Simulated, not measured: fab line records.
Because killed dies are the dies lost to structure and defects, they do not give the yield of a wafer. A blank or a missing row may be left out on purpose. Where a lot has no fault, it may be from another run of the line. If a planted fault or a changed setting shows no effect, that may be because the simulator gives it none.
Chamber matching	flow n5 finfet	rie diel-04 running N5_BEOL_M10_ETCH_62: 4 sister chambers
The step etches SOC in N2/H2, target depth 110 nm, overetch 22 nm, time 165 s. 4 wafers are shown with their chamber, then 7 later ones without.

EACH WAFER AND ITS CHAMBER
wafer	chamber	drypump motor current A (A)
L090.1	2	6.4
L090.6	1	5.4
L089.1	0	6.1
L089.4	3	5.6

WAFERS MISSING THEIR CHAMBER
wafer	drypump motor current A (A)
L089.6	5.7
L094.2	5.7
L094.3	6.1
L094.5	5.4
L097.2	6.4
L097.3	5.7
L097.6	6.4

CHAMBER TAKEN BY EACH
wafer	from the rows above	in truth
L089.6	3	3
L094.2	3	3
L094.3	0	0
L094.5	1	1
L097.2	2	2
L097.3	3	3
L097.6	2	2
7 of 7 placed correctly. Not placeable from these rows: 0. Placed wrongly: 0.
How it was worked out, from the rows above alone: a wafer's distance from a chamber is the root of the sum, over the readings, of the square of ((its reading less the chamber's mean) divided by the reading's scatter). If the next closest chamber is less than 2 further off than the closest, the wafer can't be placed; otherwise it belongs to the closest. For every chamber, the mean is computed from those of its wafers that are shown. The scatter (one wafer shown for each chamber): square how far every hidden wafer sits from the nearest shown wafer, average those squares and take the square root.
